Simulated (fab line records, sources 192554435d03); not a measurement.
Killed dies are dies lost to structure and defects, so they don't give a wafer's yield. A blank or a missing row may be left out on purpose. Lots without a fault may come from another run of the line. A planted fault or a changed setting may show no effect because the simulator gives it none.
A struck lot beside a sound one | flow n5_finfet | 14 steps out of a route of 1938
Sound: wafers L486.1, L486.5, L486.6. Struck: wafers L502.1, L502.6. (L502.4 of the same lot was not struck and is left out.) The cause comes at the end.
At each step with rows: each side's tool, then ch and its chambers, then its first start. Under that, the readings that differ: sound wafers | struck wafers | difference of the means | sigmas: that difference in standard deviations of wafers without a fault.
alike: readings whose means differ by less than 2 such deviations, and words and numbers that are the same on both sides. not compared: withheld readings, readings that some wafer has no value for, bounds like >300 that may hide the same value, and numbers for which the record gives no deviation and whose values overlap.
The two part at a step that has a row with sigmas, a row that says differs or no value, or rows on one side only. Numbers that don't overlap but have no deviation are shown without sigmas and don't part them. A reading that every wafer of one side lacks parts them only if that side has two wafers or more.

first, 3 steps without rows for these wafers: N5_BEOL_M8_EXPOSE_08 (exposes mask M8); N5_BEOL_M8_PEB_09 (peb time 60 s); N5_BEOL_M8_DEVELOP_10 (develop time 30 s).
N5_BEOL_M8_CD_MEAS_11: target cd 38.5 nm.
  sound on cd_sem-01 ch 0, day 9 06:31; struck on cd_sem-02 ch 0, day 13 00:43
  alike: cd_nm
N5_BEOL_M8_OVL_MEAS_12:
  sound on overlay-02 ch 0, day 9 06:33; struck on overlay-01 ch 0, day 13 00:45
  reading     | sound       | struck    | difference | sigmas
  M8_OVL (nm) | 1.1 0.5 0.4 | -0.6 -1.2 | -1.6       | -2
N5_BEOL_M8_INSPECT_13: inspects for defects (brightfield).
  sound on defect_inspect-02, day 9 06:34; struck on defect_inspect-01, day 13 00:46
  alike: raw_defect_count
N5_BEOL_M8_DESCUM_16: chemistry O2, time 7.9 s.
  sound on rie_diel-06 ch 0,1, day 9 06:37; struck on rie_diel-04 ch 0,3, day 13 00:51
  alike: drypump_motor_current_A, o2_flow_sccm, oes_product_au, rf_vpp_V, showerhead_plenum_p_Torr, throttle_valve_pct
  not compared: rf_hours_counter_h
N5_BEOL_M8_ETCH_61: etches SiARC in CF4, target depth 45.5 nm, time 75.8 s.
  sound on rie_diel-06 ch 0,1, day 9 06:38; struck on rie_diel-04 ch 0,3, day 13 00:53
  alike: drypump_motor_current_A, etch_rf_on_time_s, oes_product_au, rf_vpp_V, showerhead_plenum_p_Torr, throttle_valve_pct
  not compared: rf_hours_counter_h
N5_BEOL_M8_ETCH_62: etches SOC in N2/H2, target depth 110 nm, overetch 22 nm, time 165 s.
  sound on rie_diel-06 ch 0,1, day 9 06:42; struck on rie_diel-04 ch 0,3, day 13 00:56
  alike: drypump_motor_current_A, n2_flow_sccm, oes_product_au, rf_vpp_V, showerhead_plenum_p_Torr, throttle_valve_pct
  not compared: rf_hours_counter_h
then, 1 step without rows for these wafers: N5_BEOL_M8_STRIP_68 (strips in N2/H2).
N5_BEOL_M8_STRIP_67: strips in CF4.
  sound on rie_diel-06 ch 0,1, day 9 06:50; struck on rie_diel-04 ch 0,3, day 13 01:05
  reading      | sound             | struck      | difference | sigmas
  rf_vpp_V (V) | 271.1 271.6 268.6 | 274.4 273.1 | +3.3       | +2
  alike: chamber_pressure_mTorr, drypump_motor_current_A, oes_product_au, showerhead_plenum_p_Torr, throttle_valve_pct
  not compared: rf_hours_counter_h
N5_BEOL_M8_HM_OPEN_17: chemistry Cl2/BCl3, target TiN, target depth 20 nm, overetch 6 nm.
  sound on rie_metal-02 ch 0,1, day 9 06:58; struck on rie_metal-01 ch 0,1, day 13 01:08
  alike: bcl3_flow_sccm, drypump_motor_current_A, oes_product_au, throttle_valve_pct
  not compared: rf_hours_counter_h
N5_BEOL_M8_STRIP_19: strips in O2.
  sound on rie_diel-03 ch 1,2, day 9 07:07; struck on rie_diel-04 ch 2, day 13 01:16
  reading                        | sound             | struck      | difference | sigmas
  chamber_pressure_mTorr (mTorr) | 30.02 30.01 30.00 | 38.99 38.98 | +8.97      | +99 or more
  alike: drypump_motor_current_A, o2_flow_sccm, oes_product_au, rf_vpp_V, showerhead_plenum_p_Torr, throttle_valve_pct
  not compared: rf_hours_counter_h
N5_BEOL_M8_CD_MEAS_18: pitch 80 nm, target cd 40 nm.
  sound on cd_sem-03, day 9 07:11; struck on cd_sem-03, day 13 01:20
  alike: cd_nm

WHERE THEY PART
First at N5_BEOL_M8_OVL_MEAS_12; last, within this record, at N5_BEOL_M8_STRIP_19. Later steps at which nothing parts them and some readings are alike: N5_BEOL_M8_CD_MEAS_18.

WHY: what the simulator had put in
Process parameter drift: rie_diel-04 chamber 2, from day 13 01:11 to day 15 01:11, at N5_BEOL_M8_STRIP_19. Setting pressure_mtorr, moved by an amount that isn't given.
